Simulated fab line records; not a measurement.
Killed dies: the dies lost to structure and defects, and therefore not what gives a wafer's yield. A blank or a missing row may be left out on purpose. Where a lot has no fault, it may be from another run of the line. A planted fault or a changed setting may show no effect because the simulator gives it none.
Check for tools in common :: flow nand-harc :: 1 lot, 3 wafers sampled

## WHY THIS WAS OPENED
At NHARC_END_SORT_01 the reading killed-at-periphery is flagged on 1 of 1 lot. No-fault wafers: 3.2, standard deviation 2.
Rule: flag the lot when none of its wafers has a number, or when each of its wafers that has one lies beyond 4 standard deviations from that mean. The rest of the lots are taken to be sound.

lot: L709
measured: day 21 14:29
on: prober-01
killed-at-periphery, wafer by wafer: 630 617 634
flag: FLAGGED
On average the flagged lots read 627.0, which is +623.8 against the usual, or +99 or more standard deviations.

## LOT BY LOT: THE TOOL USED
The record holds 4 process steps before the reading, out of a route of 1159 steps. Each cell gives the tool, then ch followed by the chambers the sampled wafers passed through, then the start.
lot: L709
flag: FLAGGED
NHARC_P_GATE_DESCUM_31: rie-diel-02 ch 1,2,3, day 6 20:07
NHARC_P_GATE_STRIP_101: rie-diel-11 ch 0,3, day 7 07:02
NHARC_P_GATE_STRIP_111: plasma-asher-02 ch 0,1, day 7 08:37
NHARC_P_GATE_EXPOSE_56: krf-scanner-04 ch 0, day 7 09:35
What these steps do:
- NHARC_P_GATE_DESCUM_31: chemistry O2, time 3 s.
- NHARC_P_GATE_STRIP_101: strips in O2, time 20 s.
- NHARC_P_GATE_STRIP_111: strips in N2/H2, time 250 s.
- NHARC_P_GATE_EXPOSE_56: exposes mask P PSD, target cd 720 nm.
- NHARC_END_SORT_01

## FLAGGED OVER TOTAL, TOOL BY TOOL (the gauges that took the reading come last)
step: NHARC_P_GATE_DESCUM_31
tool: rie-diel-02
lots run: 1
flagged: 1
share of the flagged lots: all
sound lots run after its first flagged lot: 0

step: NHARC_P_GATE_STRIP_101
tool: rie-diel-11
lots run: 1
flagged: 1
share of the flagged lots: all
sound lots run after its first flagged lot: 0

step: NHARC_P_GATE_STRIP_111
tool: plasma-asher-02
lots run: 1
flagged: 1
share of the flagged lots: all
sound lots run after its first flagged lot: 0

step: NHARC_P_GATE_EXPOSE_56
tool: krf-scanner-04
lots run: 1
flagged: 1
share of the flagged lots: all
sound lots run after its first flagged lot: 0

step: NHARC_END_SORT_01
tool: prober-01
lots run: 1
flagged: 1
share of the flagged lots: all
sound lots run after its first flagged lot: 0

## THE TABLE: WHAT IT ALLOWS
5 rows of the table ran every flagged lot: rie-diel-02 at NHARC_P_GATE_DESCUM_31, rie-diel-11 at NHARC_P_GATE_STRIP_101, plasma-asher-02 at NHARC_P_GATE_STRIP_111, krf-scanner-04 at NHARC_P_GATE_EXPOSE_56, prober-01 at NHARC_END_SORT_01.
- rie-diel-02 at NHARC_P_GATE_DESCUM_31: 1 of its 1 lot flagged. In this sample it ran no sound lot ahead of its first flagged lot, so there is no way to narrow down the start.
- rie-diel-11 at NHARC_P_GATE_STRIP_101: 1 of its 1 lot flagged. In this sample it ran no sound lot ahead of its first flagged lot, so there is no way to narrow down the start.
- plasma-asher-02 at NHARC_P_GATE_STRIP_111: 1 of its 1 lot flagged. In this sample it ran no sound lot ahead of its first flagged lot, so there is no way to narrow down the start.
- krf-scanner-04 at NHARC_P_GATE_EXPOSE_56: 1 of its 1 lot flagged. In this sample it ran no sound lot ahead of its first flagged lot, so there is no way to narrow down the start.
- prober-01 at NHARC_END_SORT_01: 1 of its 1 lot flagged. In this sample it ran no sound lot ahead of its first flagged lot, so there is no way to narrow down the start.
These 5 tools cannot be told apart by counting lots, since each of them fits a fault that started at some hour. More lots, or a look at what each step does to the wafer, might.

## WHAT THE SIMULATOR PUT IN
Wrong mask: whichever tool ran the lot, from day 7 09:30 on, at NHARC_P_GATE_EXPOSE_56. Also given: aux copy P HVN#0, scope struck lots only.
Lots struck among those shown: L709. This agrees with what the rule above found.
